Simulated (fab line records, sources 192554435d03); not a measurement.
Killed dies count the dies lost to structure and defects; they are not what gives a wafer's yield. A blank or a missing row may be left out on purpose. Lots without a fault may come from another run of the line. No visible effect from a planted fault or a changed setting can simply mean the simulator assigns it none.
Split-lot experiment ; flow n5 finfet ; on a route of 1938 steps: 7 lots, 39 wafers read

## THE SPLIT ITSELF
At N5_PASSIVATION_ETCH_15 (etches SiCN in CF4/N2, target depth 75 nm, time 81.2 s), the setting target depth a was moved away from the recipe's 750 angstrom on 9 of the 39 wafers read, by -50.7% to +53.9%. All remaining wafers had this setting at the recipe value.

The reading comes from the split's own step.

## THE READING
etch.depth nm (the simulator's own value, which no gauge read), in nm, at N5_PASSIVATION_ETCH_15 (etches SiCN in CF4/N2, target depth 75 nm, time 81.2 s). No usual value for it is given in the file. Average 65.14 nm, standard deviation 1.8 nm, over the 30 wafers here run with the recipe.

wafer;tool, chamber at the split;target depth a as run, angstrom;against the recipe;etch.depth nm, nm;against lot-mates on the recipe
L075.1;rie diel-05, 1;750;recipe;66.93;-
L075.2;rie diel-05, 0;750;recipe;66.09;-
L075.3;rie diel-05, 3;750;recipe;64.14;-
L075.4;rie diel-05, 2;750;recipe;65.19;-
L075.5;rie diel-05, 0;750;recipe;65.78;-
L075.6;rie diel-05, 1;750;recipe;67.48;-
L076.2;rie diel-05, 1;750;recipe;66.82;-
L076.5;rie diel-05, 0;750;recipe;66.25;-
L076.6;rie diel-05, 1;750;recipe;67.04;-
L086.1;rie diel-01, 0;750;recipe;63.27;-
L086.2;rie diel-01, 1;750;recipe;66.05;-
L086.3;rie diel-01, 2;750;recipe;65.68;-
L086.4;rie diel-01, 1;750;recipe;66.36;-
L086.5;rie diel-01, 2;750;recipe;65.55;-
L086.6;rie diel-01, 0;750;recipe;63.26;-
L085.1;rie diel-05, 1;1154;+53.9%;101.4;+34.89
L085.2;rie diel-05, 2;1154;+53.9%;101.5;+34.99
L085.3;rie diel-05, 0;750;recipe;66;-
L085.4;rie diel-05, 3;750;recipe;66.85;-
L085.5;rie diel-05, 3;750;recipe;66.69;-
L085.6;rie diel-05, 0;1154;+53.9%;101.1;+34.59
L089.1;rie diel-01, 0;370;-50.7%;31.17;-35.03
L089.2;rie diel-01, 2;370;-50.7%;31.94;-34.26
L089.3;rie diel-01, 1;750;recipe;66.6;-
L089.4;rie diel-01, 3;370;-50.7%;32.94;-33.26
L089.5;rie diel-01, 3;750;recipe;67.26;-
L089.6;rie diel-01, 2;750;recipe;64.75;-
L090.1;rie diel-06, 1;750;recipe;62.86;-
L090.2;rie diel-06, 3;750;recipe;65.59;-
L090.3;rie diel-06, 2;750;recipe;63.68;-
L090.4;rie diel-06, 1;464.4;-38.1%;38.8;-25.24
L090.5;rie diel-06, 3;464.4;-38.1%;41.03;-23.01
L090.6;rie diel-06, 2;464.4;-38.1%;39.6;-24.44
L096.1;rie diel-06, 3;750;recipe;65.67;-
L096.2;rie diel-06, 1;750;recipe;61.54;-
L096.3;rie diel-06, 0;750;recipe;61.8;-
L096.4;rie diel-06, 3;750;recipe;65.41;-
L096.5;rie diel-06, 0;750;recipe;61.97;-
L096.6;rie diel-06, 1;750;recipe;61.62;-

FIT RESULTS
A straight line over all 39 wafers: etch.depth nm changes by +0.664 nm for each +1% of target depth a; r = +0.99; the points scatter about the line by 1.7 nm.
The same after taking each lot's own level away (the mean of its wafers on the recipe; 39 wafers): +0.655 nm for each +1%; r = +1.00; scatter 1.2 nm.
According to that fit, moving target depth a by its largest amount changes the reading by 35 nm.
The span of the lots' own levels, 63.002 to 66.703 nm, comes to 2.1 times the standard deviation stated above.
Consequently the slope shifts little with the lot-to-lot level, the two slopes agreeing.
Check: for one of the wafers moved furthest among these (+53.9%), held out of the fit, the line's prediction against its lot-mates is +35.3 nm. It came out at +34.9 nm against them.

## OTHER SPLITS APPLIED TO THESE WAFERS
These wafers also went through other splits before the reading. Each is held against what the fit with the lots' levels taken away leaves over:
other split on the same wafers;wafers away from the commonest value;r with etch.depth nm (lot level and that fit taken away)
N5_BEOL_M9_TRENCH_ETCH_37 target depth a;18;-0.16
N5_BEOL_M11_VIA_ETCH_34 target depth a;9;+0.03
N5_BEOL_M15_DEP_53 time s;15;-0.17

## FILE'S OWN FIT
etch.depth nm changes by +0.655 nm for each +1% of target depth a, r = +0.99.
